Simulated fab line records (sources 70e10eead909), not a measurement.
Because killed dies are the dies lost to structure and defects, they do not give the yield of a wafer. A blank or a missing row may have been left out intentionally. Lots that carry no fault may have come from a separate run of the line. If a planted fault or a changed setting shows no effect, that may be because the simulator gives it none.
A struck lot beside a sound one + flow nand-harc + 15 steps out of a route of 1302
Sound: the wafers L332.1, L332.3, L332.6. Wafers L338.1, L338.3, L338.5 were the ones struck. The cause comes at the end.
For every step that has rows: the tool of each side, followed by ch and its chambers, followed by its first start. Under that, the readings that differ: sound wafers + struck wafers + difference of the means + sigmas: that difference in standard deviations of wafers without a fault.
alike: readings whose means differ by less than 2 such deviations, and words and numbers that are the same on both sides. not compared: withheld readings, readings that some wafer has no value for, bounds like >300 that may hide the same value, and numbers for which the record gives no deviation and whose values overlap.
The two part at a step that has a row with sigmas, a row that says differs or no value, or rows on one side only. Non-overlapping numbers with no deviation appear without sigmas and do not part them. A reading that every wafer of one side lacks parts them only if that side has two wafers or more.

first, 4 steps without rows for these wafers: NHARC_P_BONDPAD_EBR_05; NHARC_P_BONDPAD_EXPOSE_06 (exposes mask P BPAD); NHARC_P_BONDPAD_PEB_07 (peb time 80 s); NHARC_P_BONDPAD_DEVELOP_08 (time 50 s).
NHARC_P_BONDPAD_CD_MEAS_09 targets a cd of 500 nm.
  sound on cd-sem-01 ch 0, day 12 15:05; struck on cd-sem-02 ch 0, day 14 23:25
  alike: cd-nm
NHARC_P_BONDPAD_OVL_MEAS_38:
  sound on overlay-02 at day 12 15:11; struck on overlay-02 at day 14 23:31
  alike: overlay-x-nm, overlay-y-nm
then, 1 step without rows for these wafers: NHARC_P_BONDPAD_HARDBAKE_10 (time 65 s).
NHARC_P_BONDPAD_DESCUM_11: chemistry O2, time 3 s.
  sound on rie-diel-01 ch 0,1,2, day 12 15:18; struck on rie-diel-07 ch 2,3, day 14 23:38
  alike: chamber-pressure-mTorr, drypump-motor-current-A, oes-product-au, rf-vpp-V, showerhead-plenum-p-Torr, throttle-valve-pct
  not compared: rf-hours-counter-h
NHARC_P_BONDPAD_ETCH_37: etches the open film in N2/H2, target depth 60 nm, overetch 18 nm, time 65.91 s.
  sound on rie-diel-01 ch 0,1,2, day 12 15:23; struck on rie-diel-07 ch 1,3, day 14 23:43
  alike: chamber-pressure-mTorr, drypump-motor-current-A, h2-flow-sccm, oes-product-au, rf-vpp-V, showerhead-plenum-p-Torr, throttle-valve-pct
  not compared: rf-hours-counter-h
NHARC_P_BONDPAD_ETCH_12: etches the open film in CHF3/O2, target depth 200 nm, time 100 s.
  sound: rie-diel-01 ch 0,2,3; struck: rie-diel-07 ch 1,3
  alike: chamber-pressure-mTorr, drypump-motor-current-A, oes-product-au, rf-vpp-V, showerhead-plenum-p-Torr, throttle-valve-pct
  not compared: rf-hours-counter-h
NHARC_P_BONDPAD_CD_MEAS_13:
  sound on cd-sem-03 at day 12 15:37; struck on cd-sem-01 at day 14 23:56
  alike: cd-nm
NHARC_P_BONDPAD_STRIP_15: strips in O2.
  sound on rie-diel-01 ch 1,2,3, day 12 15:41; struck on rie-diel-01 ch 0,1,2, day 15 00:01
  alike: chamber-pressure-mTorr, drypump-motor-current-A, oes-product-au, rf-vpp-V, showerhead-plenum-p-Torr, throttle-valve-pct
  not compared: rf-hours-counter-h
NHARC_P_BONDPAD_ETCH_24: etches the open film in CF4/N2, target depth 30 nm, time 72.99 s.
  sound on rie-diel-01 ch 0,1, day 12 15:50; struck on rie-diel-01 ch 1,2, day 15 00:13
| reading               | sound             | struck            | difference | sigmas |
|-----------------------|-------------------|-------------------|------------|--------|
| oes-product-au (a.u.) | 0.995 0.991 0.996 | 0.900 0.919 0.928 | -0.078     | -8     |
  alike: chamber-pressure-mTorr, drypump-motor-current-A, rf-vpp-V, showerhead-plenum-p-Torr, throttle-valve-pct
  not compared: rf-hours-counter-h
then, 1 step without rows for these wafers: NHARC_P_BONDPAD_STRIP_16 (strips in post etch residue remover, time 600 s).
-- break in the record here, with 17 days between the starts of the struck wafers on either side (left off in module P_BONDPAD, picked up again in module END, where the first step shown is number 1302 on the route) --
NHARC_END_SORT_01:
  sound on prober-02 ch 0, day 30 02:37; struck on prober-01 ch 0, day 32 00:17
| reading         | sound | struck | difference | sigmas |
|-----------------|-------|--------|------------|--------|
| killed-at-other | 2 4 2 | 0 0 0  | -3         | -2     |
  alike: defect-limited-yield, killed-at-array, killed-at-periphery, killed-dies, killed-open, killed-short

== WHERE THEY PART ==
First at NHARC_P_BONDPAD_ETCH_24; last, within this record, at NHARC_END_SORT_01.

WHY: what the simulator had put in
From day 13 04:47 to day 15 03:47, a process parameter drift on rie-diel-01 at NHARC_P_BONDPAD_ETCH_24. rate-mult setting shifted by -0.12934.
